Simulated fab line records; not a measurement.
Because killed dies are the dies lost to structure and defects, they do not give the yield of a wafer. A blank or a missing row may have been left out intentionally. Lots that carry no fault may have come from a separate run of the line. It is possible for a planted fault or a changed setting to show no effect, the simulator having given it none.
Which tool was responsible? ; flow nand_harc ; 12 lots, 36 wafers sampled, at 2 steps of a route of 1302

## WHAT THE GAUGES READ, wafer by wafer
NHARC_A_ONON_D1_THK_MEAS_02: measures by ellipsometry.
lot;measured;on;thk_nm (nm)
L075;day 8 02:14;film_metro-01;1004 1004 1004
L077;day 9 02:06;film_metro-02;1004 1004 1003
L079;day 9 17:42;film_metro-02;1011 1011 1012
L081;day 10 20:46;film_metro-01;1013 1016 1015
L083;day 11 19:34;film_metro-02;999 1000 998
L085;day 12 02:32;film_metro-02;1001 1002 1003
L087;day 13 01:11;film_metro-02;1008 1008 1008
L088;day 13 19:56;film_metro-01;991 991 991
L091;day 14 16:06;film_metro-02;1005 1004 1004
L093;day 15 14:41;film_metro-02;1004 1002 1003
L095;day 16 09:22;film_metro-01;983 984 983
L097;day 17 09:55;film_metro-02;1025 1022 1025

## WHICH TOOL RAN EACH LOT (tool, then ch and the chambers of the sampled wafers, then the start)
lot;NHARC_A_ZERO_WELL_DESCUM_12
L075;rie_diel-06 ch 0,1, day 7 01:59
L077;rie_diel-06 ch 1,2, day 8 01:13
L079;rie_diel-05 ch 1,2, day 8 18:09
L081;rie_diel-05 ch 0,1,3, day 9 22:49
L083;rie_diel-13 ch 0,3, day 10 21:16
L085;rie_diel-05 ch 1,2,3, day 11 04:37
L087;rie_diel-05 ch 1,3, day 12 03:32
L088;rie_diel-05 ch 0,1,2, day 13 00:43
L091;rie_diel-05 ch 2,3, day 13 20:28
L093;rie_diel-06 ch 0,1,3, day 14 16:02
L095;rie_diel-05 ch 1,3, day 15 11:05
L097;rie_diel-05 ch 0,1,2, day 16 10:53
- NHARC_A_ZERO_WELL_DESCUM_12: chemistry O2, time 3 s.

## THE ANSWER, worked out from the rows above alone
Rule: the lots themselves supply what counts as usual. The widest of any qualifying gaps counts: lots, ordered by their means at a reading, are off when they make up no more than a third of the lots, leave a main group of 4 or more, and stand apart from it by 3 or more times the standard deviation of that group's means. Not used: any main group whose means are identical at the precision the tables above print for the reading. Also off: a lot with no number at a reading for which 4 or more lots have one. Where the step has rows for the other lots, those lots are counted as sound.
Nothing can be told from this: no lot is off at any reading shown.

## WHAT WAS PUT IN BY THE SIMULATOR
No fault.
